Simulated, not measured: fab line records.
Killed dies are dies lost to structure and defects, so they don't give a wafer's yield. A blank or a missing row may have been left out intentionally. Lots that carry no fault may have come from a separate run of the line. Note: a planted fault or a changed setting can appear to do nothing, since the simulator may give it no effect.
Chamber matching	flow n5-finfet	rie-diel-05 running N5_PMOS_HMC_CHANNEL_EPI_ETCH_32: 4 sister chambers
The step etches BARC in N2/H2, stops on SiO2, target depth 85.8 nm, time 50.3 s. 16 wafers are shown with their chamber, then 8 later ones without.

## WAFERS WITH THEIR CHAMBER
wafer	chamber	showerhead-plenum-p-Torr (Torr)	drypump-motor-current-A (A)	throttle-valve-pct (%)
L074.2	1	2.50	5.5	18.26
L074.4	3	2.65	6.1	17.83
L074.6	2	2.49	5.7	17.93
L078.1	3	2.64	6.1	17.85
L078.4	1	2.49	5.5	18.28
L078.6	0	2.55	5.6	18.04
L079.2	3	2.64	6.1	17.87
L079.4	0	2.55	5.5	18.04
L079.6	3	2.64	6.1	17.85
L081.4	2	2.49	5.7	17.67
L081.5	1	2.49	5.5	18.29
L081.6	2	2.49	5.7	17.66
L085.2	1	2.49	5.5	18.29
L085.3	0	2.55	5.6	18.07
L085.6	2	2.49	5.7	17.68
L086.2	3	2.64	6.1	17.89

SIGNATURES (averages over the wafers above)
reading	chamber 0	chamber 1	chamber 2	chamber 3	scatter within a chamber
showerhead-plenum-p-Torr	2.5500	2.4925	2.4900	2.6420	0.00359
drypump-motor-current-A	5.567	5.500	5.700	6.100	0.0236
throttle-valve-pct	18.0500	18.2800	17.7350	17.8580	0.0672
Rule: distance of a wafer from a chamber = root of the sum over the readings of ((wafer's reading minus chamber's mean) / reading's scatter) squared. If the next closest chamber is less than 2 further off than the closest, the wafer can't be placed; otherwise it belongs to the closest. The scatter: the root of (the sum of the squares of (reading less its chamber's mean) over the shown wafers, divided by (wafers less chambers)).

## WAFERS WHOSE CHAMBER IS MISSING
wafer	showerhead-plenum-p-Torr (Torr)	drypump-motor-current-A (A)	throttle-valve-pct (%)
L086.3	2.49	5.7	17.67
L086.6	2.64	6.1	17.86
L087.2	2.49	5.5	18.30
L087.4	2.64	6.1	17.87
L087.6	2.49	5.7	17.67
L094.1	2.63	6.1	17.90
L094.4	2.54	5.6	18.09
L094.6	2.48	5.5	18.33

## CHAMBER TAKEN BY EACH
wafer	from the rows above	in truth
L086.3	2	2
L086.6	3	3
L087.2	1	1
L087.4	3	3
L087.6	2	2
L094.1	3	3
L094.4	0	0
L094.6	1	1
8 of 8 placed correctly. Can't be placed from these rows: 0. Number placed wrongly: 0.
